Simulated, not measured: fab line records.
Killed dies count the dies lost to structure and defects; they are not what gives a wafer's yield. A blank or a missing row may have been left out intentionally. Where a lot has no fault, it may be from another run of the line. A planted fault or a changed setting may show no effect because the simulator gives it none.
Chamber matching || flow n5-finfet || N5_DUMMY_GATE_ETCH_29 on rie-diel-04: 4 sister chambers
The step etches underlayer in N2/H2, target depth 13 nm. 24 wafers are shown with their chamber, then 12 later ones without.

== WAFERS WITH THEIR CHAMBER ==
{"wafer": "L074.3", "chamber": 1, "drypump-motor-current-A (A)": 6.27, "throttle-valve-pct (%)": 18.30, "showerhead-plenum-p-Torr (Torr)": 2.40}
{"wafer": "L074.5", "chamber": 2, "drypump-motor-current-A (A)": 5.80, "throttle-valve-pct (%)": 17.62, "showerhead-plenum-p-Torr (Torr)": 2.51}
{"wafer": "L074.6", "chamber": 3, "drypump-motor-current-A (A)": 5.46, "throttle-valve-pct (%)": 18.18, "showerhead-plenum-p-Torr (Torr)": 2.54}
{"wafer": "L077.1", "chamber": 1, "drypump-motor-current-A (A)": 6.28, "throttle-valve-pct (%)": 18.30, "showerhead-plenum-p-Torr (Torr)": 2.40}
{"wafer": "L077.3", "chamber": 3, "drypump-motor-current-A (A)": 5.48, "throttle-valve-pct (%)": 18.18, "showerhead-plenum-p-Torr (Torr)": 2.54}
{"wafer": "L077.5", "chamber": 1, "drypump-motor-current-A (A)": 6.26, "throttle-valve-pct (%)": 18.33, "showerhead-plenum-p-Torr (Torr)": 2.40}
{"wafer": "L079.2", "chamber": 2, "drypump-motor-current-A (A)": 5.80, "throttle-valve-pct (%)": 17.18, "showerhead-plenum-p-Torr (Torr)": 2.50}
{"wafer": "L079.3", "chamber": 1, "drypump-motor-current-A (A)": 6.26, "throttle-valve-pct (%)": 18.31, "showerhead-plenum-p-Torr (Torr)": 2.40}
{"wafer": "L079.6", "chamber": 2, "drypump-motor-current-A (A)": 5.78, "throttle-valve-pct (%)": 17.19, "showerhead-plenum-p-Torr (Torr)": 2.50}
{"wafer": "L080.2", "chamber": 1, "drypump-motor-current-A (A)": 6.26, "throttle-valve-pct (%)": 18.31, "showerhead-plenum-p-Torr (Torr)": 2.40}
{"wafer": "L080.3", "chamber": 2, "drypump-motor-current-A (A)": 5.84, "throttle-valve-pct (%)": 17.19, "showerhead-plenum-p-Torr (Torr)": 2.50}
{"wafer": "L080.5", "chamber": 3, "drypump-motor-current-A (A)": 5.48, "throttle-valve-pct (%)": 18.20, "showerhead-plenum-p-Torr (Torr)": 2.53}
{"wafer": "L082.1", "chamber": 0, "drypump-motor-current-A (A)": 5.85, "throttle-valve-pct (%)": 18.22, "showerhead-plenum-p-Torr (Torr)": 2.67}
{"wafer": "L082.4", "chamber": 1, "drypump-motor-current-A (A)": 6.27, "throttle-valve-pct (%)": 18.34, "showerhead-plenum-p-Torr (Torr)": 2.39}
{"wafer": "L082.6", "chamber": 0, "drypump-motor-current-A (A)": 5.82, "throttle-valve-pct (%)": 18.22, "showerhead-plenum-p-Torr (Torr)": 2.67}
{"wafer": "L086.2", "chamber": 0, "drypump-motor-current-A (A)": 5.85, "throttle-valve-pct (%)": 18.23, "showerhead-plenum-p-Torr (Torr)": 2.66}
{"wafer": "L086.4", "chamber": 3, "drypump-motor-current-A (A)": 5.44, "throttle-valve-pct (%)": 18.21, "showerhead-plenum-p-Torr (Torr)": 2.53}
{"wafer": "L086.5", "chamber": 3, "drypump-motor-current-A (A)": 5.47, "throttle-valve-pct (%)": 18.21, "showerhead-plenum-p-Torr (Torr)": 2.53}
{"wafer": "L089.1", "chamber": 0, "drypump-motor-current-A (A)": 5.83, "throttle-valve-pct (%)": 18.23, "showerhead-plenum-p-Torr (Torr)": 2.66}
{"wafer": "L089.3", "chamber": 1, "drypump-motor-current-A (A)": 6.24, "throttle-valve-pct (%)": 17.91, "showerhead-plenum-p-Torr (Torr)": 2.71}
{"wafer": "L089.4", "chamber": 2, "drypump-motor-current-A (A)": 5.86, "throttle-valve-pct (%)": 17.21, "showerhead-plenum-p-Torr (Torr)": 2.50}
{"wafer": "L091.1", "chamber": 1, "drypump-motor-current-A (A)": 6.24, "throttle-valve-pct (%)": 17.94, "showerhead-plenum-p-Torr (Torr)": 2.71}
{"wafer": "L091.2", "chamber": 3, "drypump-motor-current-A (A)": 5.47, "throttle-valve-pct (%)": 18.22, "showerhead-plenum-p-Torr (Torr)": 2.52}
{"wafer": "L091.3", "chamber": 0, "drypump-motor-current-A (A)": 5.83, "throttle-valve-pct (%)": 18.25, "showerhead-plenum-p-Torr (Torr)": 2.66}

SIGNATURES (averages over the wafers above)
{"reading": "drypump-motor-current-A", "chamber 0": 5.8360, "chamber 1": 6.2600, "chamber 2": 5.8160, "chamber 3": 5.4667, "scatter within a chamber": 0.0195}
{"reading": "throttle-valve-pct", "chamber 0": 18.2300, "chamber 1": 18.2175, "chamber 2": 17.2780, "chamber 3": 18.2000, "scatter within a chamber": 0.138}
{"reading": "showerhead-plenum-p-Torr", "chamber 0": 2.6640, "chamber 1": 2.4762, "chamber 2": 2.5020, "chamber 3": 2.5317, "scatter within a chamber": 0.0855}
Rule: for each reading, subtract the chamber's mean from the wafer's reading, divide by that reading's scatter and square the result; add these up over the readings and take the root, which gives the wafer's distance from the chamber. If the next closest chamber is less than 2 further off than the closest, the wafer can't be placed; otherwise it belongs to the closest. The scatter: the root of (the sum of the squares of (reading less its chamber's mean) over the shown wafers, divided by (wafers less chambers)).

== WAFERS MISSING THEIR CHAMBER ==
{"wafer": "L092.2", "drypump-motor-current-A (A)": 6.27, "throttle-valve-pct (%)": 17.95, "showerhead-plenum-p-Torr (Torr)": 2.71}
{"wafer": "L092.3", "drypump-motor-current-A (A)": 5.44, "throttle-valve-pct (%)": 18.21, "showerhead-plenum-p-Torr (Torr)": 2.52}
{"wafer": "L092.6", "drypump-motor-current-A (A)": 5.46, "throttle-valve-pct (%)": 18.21, "showerhead-plenum-p-Torr (Torr)": 2.52}
{"wafer": "L093.1", "drypump-motor-current-A (A)": 5.46, "throttle-valve-pct (%)": 18.23, "showerhead-plenum-p-Torr (Torr)": 2.52}
{"wafer": "L093.2", "drypump-motor-current-A (A)": 6.26, "throttle-valve-pct (%)": 17.96, "showerhead-plenum-p-Torr (Torr)": 2.71}
{"wafer": "L093.6", "drypump-motor-current-A (A)": 5.82, "throttle-valve-pct (%)": 18.26, "showerhead-plenum-p-Torr (Torr)": 2.66}
{"wafer": "L094.1", "drypump-motor-current-A (A)": 5.82, "throttle-valve-pct (%)": 17.22, "showerhead-plenum-p-Torr (Torr)": 2.49}
{"wafer": "L094.2", "drypump-motor-current-A (A)": 6.27, "throttle-valve-pct (%)": 17.96, "showerhead-plenum-p-Torr (Torr)": 2.71}
{"wafer": "L094.6", "drypump-motor-current-A (A)": 5.82, "throttle-valve-pct (%)": 18.26, "showerhead-plenum-p-Torr (Torr)": 2.66}
{"wafer": "L097.4", "drypump-motor-current-A (A)": 6.27, "throttle-valve-pct (%)": 17.95, "showerhead-plenum-p-Torr (Torr)": 2.70}
{"wafer": "L097.5", "drypump-motor-current-A (A)": 6.26, "throttle-valve-pct (%)": 17.96, "showerhead-plenum-p-Torr (Torr)": 2.70}
{"wafer": "L097.6", "drypump-motor-current-A (A)": 5.86, "throttle-valve-pct (%)": 18.27, "showerhead-plenum-p-Torr (Torr)": 2.65}

== WHICH CHAMBER EACH WENT THROUGH ==
{"wafer": "L092.2", "from the rows above": 1, "in truth": 1}
{"wafer": "L092.3", "from the rows above": 3, "in truth": 3}
{"wafer": "L092.6", "from the rows above": 3, "in truth": 3}
{"wafer": "L093.1", "from the rows above": 3, "in truth": 3}
{"wafer": "L093.2", "from the rows above": 1, "in truth": 1}
{"wafer": "L093.6", "from the rows above": 0, "in truth": 0}
{"wafer": "L094.1", "from the rows above": 2, "in truth": 2}
{"wafer": "L094.2", "from the rows above": 1, "in truth": 1}
{"wafer": "L094.6", "from the rows above": 0, "in truth": 0}
{"wafer": "L097.4", "from the rows above": 1, "in truth": 1}
{"wafer": "L097.5", "from the rows above": 1, "in truth": 1}
{"wafer": "L097.6", "from the rows above": 0, "in truth": 0}
12 of 12 placed correctly. From these rows, 0 cannot be placed. Wrongly placed: 0.
